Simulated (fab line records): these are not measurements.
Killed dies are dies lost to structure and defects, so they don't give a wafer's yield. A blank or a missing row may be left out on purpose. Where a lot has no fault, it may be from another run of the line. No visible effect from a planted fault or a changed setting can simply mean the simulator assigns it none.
Lot-split experiment || flow n5_finfet || route with 1938 steps; 7 lots, 21 wafers read

## ON THE SPLIT
At N5_BEOL_M15_TRENCH_ETCH_34 (etches SiO2 in C4F8/O2/Ar, target depth 872.93 nm, time 199 s), the setting bias_w was moved away from the recipe's 2040 W on 11 of the 21 wafers read, by -15.6% to +11.6%. For the rest of the wafers, this setting stayed at what the recipe calls for.

## FROM THE SPLIT TO THE READING: what the file shows between them, 7 steps
- N5_BEOL_M15_STRIP_36: strips in O2
- N5_BEOL_M15_ECD_47: material Cu, target thk 1860 nm
- N5_BEOL_M15_ANNEAL_48: time 90 s
- N5_BEOL_M15_CMP_49: polishes, stops on SiO2, t overpolish 4.9 s, target thk 850 nm
- N5_BEOL_M15_THK_MEAS_50: measures by xrf
- N5_BEOL_M15_PRE_CLEAN_52: time 15 s
- N5_BEOL_M15_DEP_53: deposits SiCN from 3MS/NH3, target thk 50 nm, time 17.8 s

## THE READING
At N5_BEOL_M15_RS_MEAS_54, a four-point-probe measurement gives M15_RS in ohm/sq. On this fab line, fault-free wafers typically give 0.0216 ohm/sq with a standard deviation of 0.00041 ohm/sq.

{"wafer": "L075.1", "tool, chamber at the split": "rie_diel-04, 3", "bias_w as run, W": 1840, "against the recipe": "-9.8%", "M15_RS, ohm/sq": 0.0228, "against lot-mates on the recipe": "no lot-mate on the recipe"}
{"wafer": "L075.3", "tool, chamber at the split": "rie_diel-04, 1", "bias_w as run, W": 1840, "against the recipe": "-9.8%", "M15_RS, ohm/sq": 0.0225, "against lot-mates on the recipe": "no lot-mate on the recipe"}
{"wafer": "L075.6", "tool, chamber at the split": "rie_diel-04, 0", "bias_w as run, W": 1840, "against the recipe": "-9.8%", "M15_RS, ohm/sq": 0.0222, "against lot-mates on the recipe": "no lot-mate on the recipe"}
{"wafer": "L076.4", "tool, chamber at the split": "rie_diel-02, 0", "bias_w as run, W": 2040, "against the recipe": "recipe", "M15_RS, ohm/sq": 0.0216, "against lot-mates on the recipe": "-"}
{"wafer": "L076.5", "tool, chamber at the split": "rie_diel-02, 2", "bias_w as run, W": 2040, "against the recipe": "recipe", "M15_RS, ohm/sq": 0.0214, "against lot-mates on the recipe": "-"}
{"wafer": "L076.6", "tool, chamber at the split": "rie_diel-02, 3", "bias_w as run, W": 2040, "against the recipe": "recipe", "M15_RS, ohm/sq": 0.0212, "against lot-mates on the recipe": "-"}
{"wafer": "L078.2", "tool, chamber at the split": "rie_diel-02, 1", "bias_w as run, W": 2040, "against the recipe": "recipe", "M15_RS, ohm/sq": 0.0213, "against lot-mates on the recipe": "-"}
{"wafer": "L078.3", "tool, chamber at the split": "rie_diel-02, 0", "bias_w as run, W": 1883, "against the recipe": "-7.7%", "M15_RS, ohm/sq": 0.0222, "against lot-mates on the recipe": "+0.0009"}
{"wafer": "L078.5", "tool, chamber at the split": "rie_diel-02, 1", "bias_w as run, W": 1883, "against the recipe": "-7.7%", "M15_RS, ohm/sq": 0.0216, "against lot-mates on the recipe": "+0.0003"}
{"wafer": "L082.1", "tool, chamber at the split": "rie_diel-02, 3", "bias_w as run, W": 2040, "against the recipe": "recipe", "M15_RS, ohm/sq": 0.0211, "against lot-mates on the recipe": "-"}
{"wafer": "L082.3", "tool, chamber at the split": "rie_diel-02, 0", "bias_w as run, W": 2040, "against the recipe": "recipe", "M15_RS, ohm/sq": 0.0213, "against lot-mates on the recipe": "-"}
{"wafer": "L082.4", "tool, chamber at the split": "rie_diel-02, 1", "bias_w as run, W": 2040, "against the recipe": "recipe", "M15_RS, ohm/sq": 0.0211, "against lot-mates on the recipe": "-"}
{"wafer": "L083.2", "tool, chamber at the split": "rie_diel-06, 0", "bias_w as run, W": 1721, "against the recipe": "-15.6%", "M15_RS, ohm/sq": 0.0231, "against lot-mates on the recipe": "+0.0015"}
{"wafer": "L083.4", "tool, chamber at the split": "rie_diel-06, 1", "bias_w as run, W": 2040, "against the recipe": "recipe", "M15_RS, ohm/sq": 0.0216, "against lot-mates on the recipe": "-"}
{"wafer": "L083.6", "tool, chamber at the split": "rie_diel-06, 2", "bias_w as run, W": 1721, "against the recipe": "-15.6%", "M15_RS, ohm/sq": 0.0235, "against lot-mates on the recipe": "+0.0019"}
{"wafer": "L087.3", "tool, chamber at the split": "rie_diel-06, 2", "bias_w as run, W": 2040, "against the recipe": "recipe", "M15_RS, ohm/sq": 0.0220, "against lot-mates on the recipe": "-"}
{"wafer": "L087.5", "tool, chamber at the split": "rie_diel-06, 1", "bias_w as run, W": 2277, "against the recipe": "+11.6%", "M15_RS, ohm/sq": 0.0209, "against lot-mates on the recipe": -0.0011}
{"wafer": "L087.6", "tool, chamber at the split": "rie_diel-06, 0", "bias_w as run, W": 2277, "against the recipe": "+11.6%", "M15_RS, ohm/sq": 0.0213, "against lot-mates on the recipe": -0.0007}
{"wafer": "L089.2", "tool, chamber at the split": "rie_diel-02, 1", "bias_w as run, W": 1746, "against the recipe": "-14.4%", "M15_RS, ohm/sq": 0.0220, "against lot-mates on the recipe": "+0.0008"}
{"wafer": "L089.3", "tool, chamber at the split": "rie_diel-02, 2", "bias_w as run, W": 2040, "against the recipe": "recipe", "M15_RS, ohm/sq": 0.0212, "against lot-mates on the recipe": "-"}
{"wafer": "L089.6", "tool, chamber at the split": "rie_diel-02, 0", "bias_w as run, W": 1746, "against the recipe": "-14.4%", "M15_RS, ohm/sq": 0.0224, "against lot-mates on the recipe": "+0.0012"}

FIT RESULTS
A straight line over all 21 wafers: M15_RS changes by -7.51e-05 ohm/sq for each +1% of bias_w; r = -0.83; the points scatter about the line by 0.00041 ohm/sq.
The same after taking each lot's own level away (the mean of its wafers on the recipe; 18 wafers): -8.61e-05 ohm/sq for each +1%; r = -0.95; scatter 0.00024 ohm/sq.
Per that fit: largest bias_w move, reading shift of 0.0013 ohm/sq.
The span of the lots' own levels, 0.02117 to 0.02200 ohm/sq, comes to 2.0 times the standard deviation stated above.
Thus the slope moves with the lot-to-lot level: the two fits are different.
Check: with one of the wafers moved furthest among these (-15.6%) left out of the fit, the line predicts +0.00133 ohm/sq for it against its lot-mates. It came out at +0.0015 ohm/sq against them.
Tool readings at the split's step, against how far the setting was moved: rf_vpp_V r = +0.93.

## THE WHOLE CHAIN: every reading that the file lists as answering this split, in the file's order
{"step": "N5_BEOL_M15_TRENCH_ETCH_34", "what it does": "etches SiO2 in C4F8/O2/Ar, target depth 872.93 nm, time 199 s", "reading": "rf_vpp_V", "change (the file's fit)": "+20.9 V for each +1% of the setting", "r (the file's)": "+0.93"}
{"step": "N5_BEOL_M15_TRENCH_ETCH_34", "what it does": "etches SiO2 in C4F8/O2/Ar, target depth 872.93 nm, time 199 s", "reading": "etch.depth_nm (the simulator's own value, which no gauge read)", "change (the file's fit)": "+3.14 nm for each +1% of the setting", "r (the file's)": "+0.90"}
{"step": "N5_BEOL_M15_CMP_49", "what it does": "polishes, stops on SiO2, t overpolish 4.9 s, target thk 850 nm", "reading": "Cu_of_BEOL_M15_ECD_47.thk_nm (the simulator's own value, which no gauge read)", "change (the file's fit)": "+3.1 nm for each +1% of the setting", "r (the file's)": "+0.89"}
{"step": "N5_BEOL_M15_THK_MEAS_50", "what it does": "measures by xrf", "reading": "M15_THK", "change (the file's fit)": "+3.29 for each +1% of the setting", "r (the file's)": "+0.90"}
{"step": "N5_BEOL_M15_RS_MEAS_54", "what it does": "measures by four-point-probe", "reading": "M15_RS", "change (the file's fit)": "-8.41e-05 for each +1% of the setting", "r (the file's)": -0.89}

## THE FILE'S OWN FIT
M15_RS changes by -8.41e-05 ohm/sq for each +1% of bias_w, r = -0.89.
